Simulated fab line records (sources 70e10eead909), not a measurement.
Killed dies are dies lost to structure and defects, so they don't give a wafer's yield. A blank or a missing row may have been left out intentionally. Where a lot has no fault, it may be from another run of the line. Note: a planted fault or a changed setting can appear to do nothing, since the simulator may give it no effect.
Problem report in the 8D (eight disciplines) form, filled by code    flow nand_harc    the parts of the form that need people (team, actions taken, sign-off) are left out

== 1. WHAT WENT WRONG ==
At NHARC_A_ONON_D2_THK_MEAS_14, thk_nm averages 495 nm over 6 wafers from 2 lots, while fault-free wafers read 999 nm, standard deviation 9.9. That is -51 standard deviations from the usual mean.
The step: measures by ellipsometry.
Earliest sighting: wafer L221.2 on film_metro-01 at day 20 02:57. The record has a number at this step for 42 wafers belonging to 14 lots. By rule, "out" or "out of limits" means more than 4 standard deviations away from the usual mean. All remaining wafers that have a number are taken as sound.

== 2. WHAT IT IS; WHAT IT IS NOT ==
question                     is                      is not
which readings at this step  thk_nm                  -
which lots                   L221, L224              L204, L205, L207, L208, L209, L211, L212, L213, L214, L215, L216, L218
which wafers of those lots   all that have a number  -
read on which gauges         film_metro-01           film_metro-02
when                         from day 20 02:57       up to then (36 sound wafers)

== 3. THE SUSPECTS, EACH WITH WHAT RULES IT OUT ==
Counting: a tool at any process step up to the reading remains a suspect when it ran all the lots that are out and ran no sound lot after the first of those.
- the gauge at NHARC_A_ONON_D2_THK_MEAS_14: ruled out. All the wafers that are out were read on film_metro-01, but those of them that NHARC_END_SORT_01 has rows for are out there too, on other tools.
- pecvd_onon-03 at NHARC_A_ONON_D2_DEP_12 (target thk 1000 nm): kept. Every lot that is out went through it, starting with L221 (day 20 02:28), and after that it ran no sound lot; the last sound lot it ran before then is L216 (day 17 16:08).
Left after counting: pecvd_onon-03 at NHARC_A_ONON_D2_DEP_12.

== 4. THE CAUSE (what the simulator had put in) ==
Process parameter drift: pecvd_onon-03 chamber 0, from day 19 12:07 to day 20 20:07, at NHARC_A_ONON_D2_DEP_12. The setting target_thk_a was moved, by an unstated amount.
After counting, this tool was the only one left.

== 5. THE EFFECT CHAIN, in route order ==
One row per reading whose mean, taken over the struck wafers that have a number, lies over 3 standard deviations from the usual. Only readings for which the record gives a usual standard deviation are gone through. hours: the time from each lot's start at the first step in this table that gives one to its start at this step, as a median over the lots. sigmas: the change in usual standard deviations.
hours  step                         reading          usual   on struck wafers  change  sigmas
0      NHARC_A_ONON_D2_THK_MEAS_14  thk_nm           999 nm  495               -504    -51
281    NHARC_END_SORT_01            killed_at_array  52      670               +618    +34
281    NHARC_END_SORT_01            killed_dies      57      677               +620    +33

== 6. WHAT WOULD HAVE CAUGHT IT SOONER ==
15 hours passed between the start of the fault at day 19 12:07 and the first reading out of limits at a measuring or inspecting step in this record, taken at day 20 02:57.
Of the lots that are out (2), L224 began NHARC_A_ONON_D2_DEP_12 on pecvd_onon-03 after day 20 02:57. Had the tool been put on hold then, it would have been spared.
